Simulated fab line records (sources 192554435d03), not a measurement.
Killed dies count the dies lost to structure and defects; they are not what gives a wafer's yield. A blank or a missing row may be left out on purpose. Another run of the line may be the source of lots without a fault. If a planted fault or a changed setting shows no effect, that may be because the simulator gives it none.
Struck lot and sound lot, side by side + flow n5_finfet + 38 out of 1938 route steps
Sound: these wafers, L563.1, L563.2, L563.4. Wafers struck: L572.1, L572.3, L572.5. The cause is named last.
Each step with rows lists, per side, the tool, then ch with its chambers, then its first start. Under that, the readings that differ: sound wafers + struck wafers + difference of the means + sigmas: that difference in standard deviations of wafers without a fault.
alike: readings whose means differ by less than 2 such deviations, and words and numbers that are the same on both sides. not compared: withheld readings, readings that some wafer has no value for, bounds like >300 that may hide the same value, and numbers for which the record gives no deviation and whose values overlap.
Wherever a step has rows on one side only, a row that says differs or no value, or a row with sigmas, the two part there. When numbers do not overlap yet have no deviation, they are printed without sigmas and do not part them. Lack of a reading on every wafer of one side parts them only where that side has two or more wafers.

first, 9 steps without rows for these wafers: N5_FIN_SAQP_EXPOSE_13 (exposes mask FIN CORE, target cd 35.6 nm); N5_FIN_SAQP_PEB_14 (peb time 60 s); N5_FIN_SAQP_DEVELOP_15 (develop time 30 s); N5_FIN_SAQP_DESCUM_21 (chemistry O2, time 7.9 s); N5_FIN_SAQP_ETCH_51 (etches SiARC in CF4, target depth 45.5 nm, time 75.8 s); N5_FIN_SAQP_ETCH_52 (etches SOC in N2/H2, target depth 100 nm, overetch 20 nm, time 150 s); N5_FIN_SAQP_STRIP_53 (strips in N2/H2); N5_FIN_SAQP_HM_OPEN_73 (chemistry CHF3/O2, target SiO2, stops on a-Si, target depth 12 nm, time 16.8 s); N5_FIN_SAQP_STRIP_74 (strips in CHF3/O2).
N5_FIN_SAQP_MANDREL_ETCH_22: etches a-Si in HBr/Cl2, stops on SiNx, target depth 60 nm, bt time 10 s, time 30 s.
  sound on rie_si-01 ch 0,1,3, day 1 22:22; struck on rie_si-01 ch 0,1,2, day 4 04:37
| reading                                   | sound             | struck            | difference | sigmas |
|-------------------------------------------|-------------------|-------------------|------------|--------|
| oes_product_au (a.u.)                     | 0.744 0.760 0.766 | 0.691 0.700 0.716 | -0.054     | -5     |
| model.SOC_of_FIN_SAQP_COAT_49.thk_nm (nm) | 76.13 75.15 75.69 | 87.05 86.54 86.11 | +10.91     |        |
| model.etch.depth_nm (nm)                  | 59.48 59.8 60.61  | 51.67 52.56 53    | -7.55      |        |
  alike: drypump_motor_current_A, mfc_cl2_sccm, throttle_valve_pct
  not compared: rf_hours_counter_h
then, 5 steps without rows for these wafers: N5_FIN_SAQP_STRIP_55 (strips in N2/H2); N5_FIN_SAQP_STRIP_23 (strips in SPM, time 750 s); N5_FIN_SAQP_SRD_66 (time 30 s); N5_FIN_SAQP_RECESS_75 (chemistry HF/NH3, target SiO2, target depth 14.4 nm, afs cycles 3, sublimation time 60 s); N5_FIN_SAQP_SPACER1_ALD_24 (deposits SiO2, target thk 20.3 nm, pulse time 1 s, purge time 2 s).
N5_FIN_SAQP_SPACER1_ETCHBACK_25: etches SiO2 in CHF3/O2, target depth 24.4 nm, time 12.2 s.
  sound on rie_diel-04 ch 0,1,3, day 2 01:08; struck on rie_diel-05 ch 2,3, day 4 06:08
| reading               | sound          | struck         | difference | sigmas |
|-----------------------|----------------|----------------|------------|--------|
| oes_product_au (a.u.) | 0.76 0.70 0.72 | 0.26 0.28 0.26 | -0.46      | -5     |
  alike: drypump_motor_current_A, rf_vpp_V, showerhead_plenum_p_Torr, throttle_valve_pct
  not compared: rf_hours_counter_h
then, 19 steps without rows for these wafers: N5_FIN_SAQP_MANDREL1_REMOVE_56 (chemistry HBr/Cl2/O2, target a-Si, stops on SiNx, bt time 10 s); N5_FIN_SAQP_ETCH_57 (etches SiNx in CH3F/O2, target depth 32.5 nm, time 46.4 s); N5_FIN_SAQP_ETCH_65 (etches SiO2 in CF4, target depth 4 nm, time 4.4 s); N5_FIN_SAQP_MANDREL_ETCH_58 (etches a-Si in HBr/Cl2, stops on SiNx, target depth 45 nm, bt time 10 s, time 27 s); N5_FIN_SAQP_RECESS_63 (chemistry HF/NH3, target SiO2, target depth 18 nm, afs cycles 3, sublimation time 60 s); N5_FIN_SAQP_COAT_68 (time 60 s, resist thk 100 nm); N5_FIN_SAQP_ETCH_69 (etches SOC in N2/H2, stops on SiNx, target depth 150 nm); N5_FIN_SAQP_ETCH_67 (etches SiNx in CH3F/O2, target depth 30 nm); N5_FIN_SAQP_STRIP_70 (strips in N2/H2); N5_FIN_SAQP_RECESS_71 (chemistry HF/NH3, target SiO2, target depth 3 nm, afs cycles 1, sublimation time 60 s); N5_FIN_SAQP_SPACER2_ALD_28 (deposits SiO2, target thk 8.1 nm, pulse time 1 s, purge time 2 s); N5_FIN_SAQP_SPACER2_ETCHBACK_29 (etches SiO2 in CHF3/O2, target depth 12.2 nm, time 6.1 s); N5_FIN_SAQP_MANDREL2_REMOVE_60 (chemistry HBr/Cl2/O2, target a-Si, stops on SiNx, bt time 10 s); N5_FIN_SAQP_HM_OPEN_33 (chemistry CH3F/O2, target SiNx, target depth 49.4 nm, time 70.6 s); N5_FIN_SAQP_ETCH_34 (etches SiO2 in C4F6/O2, target depth 45 nm, time 15 s); N5_FIN_SAQP_STRIP_77 (strips in N2/H2, time 90 s); N5_FIN_SAQP_ETCH_64 (etches SiO2 in CF4, target depth 1.5 nm); N5_FIN_SAQP_FIN_ETCH_36 (etches the open film in HBr/Cl2/O2, target depth 120 nm, time 50.4 s); N5_FIN_SAQP_PRECLEAN_38 (cleans in O3/DIW, time 45 s).
N5_FIN_SAQP_INSPECT_40: inspects for defects (brightfield).
  sound on defect_inspect-02, day 2 03:46; struck on defect_inspect-01, day 4 08:53
| reading          | sound       | struck         | difference | sigmas |
|------------------|-------------|----------------|------------|--------|
| raw_defect_count | 187 162 210 | 2020 1919 1996 | +1792      | +25    |
N5_BEOL_M4_RC_MEAS_101:
  the record has rows for the sound wafers here (prober-01 ch 0, day 7 17:04) and none for the struck ones
-- a jump in the record: the struck wafers' starts before and after are 10 days apart (it breaks off in module BEOL_M4 and resumes in module PASSIVATION, where the first step shown is number 1936 of the route) --
N5_PASSIVATION_PROBE_49:
  sound on prober-01, day 12 00:26; struck on prober-01, day 14 03:50
| reading                  | sound          | struck         | difference | sigmas      |
|--------------------------|----------------|----------------|------------|-------------|
| defect_limited_yield (%) | 90.8 92.0 91.6 | 0 0 0          | -91        | -61         |
| killed_at_front_end      | 41 27 20       | 1113 1098 1111 | +1078      | +98         |
| killed_dies              | 108 94 99      | 1180 1180 1180 | +1080      | +60         |
| killed_on_rim            | 14 13 17       | 152 152 152    | +137       | +36         |
| sort_bin_5_function (%)  | 4.8 4.3 4.6    | 96.0 95.8 96.3 | +91.5      | +99 or more |
| sort_n_pass              | 1072 1086 1081 | 0 0 0          | -1080      | -60         |
| sort_yield_pct (%)       | 90.8 92.0 91.6 | 0 0 0          | -91        | -61         |
  alike: killed_at_M0_to_M3, killed_at_M4_up, killed_at_contacts, killed_at_other, killed_open, killed_short, sort_bin_6_memory

WHERE THEY PART
First at N5_FIN_SAQP_MANDREL_ETCH_22; last, within this record, at N5_PASSIVATION_PROBE_49.

WHY: what had been put in by the simulator
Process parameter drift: rie_si-01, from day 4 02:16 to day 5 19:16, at N5_FIN_SAQP_MANDREL_ETCH_22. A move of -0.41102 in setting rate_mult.
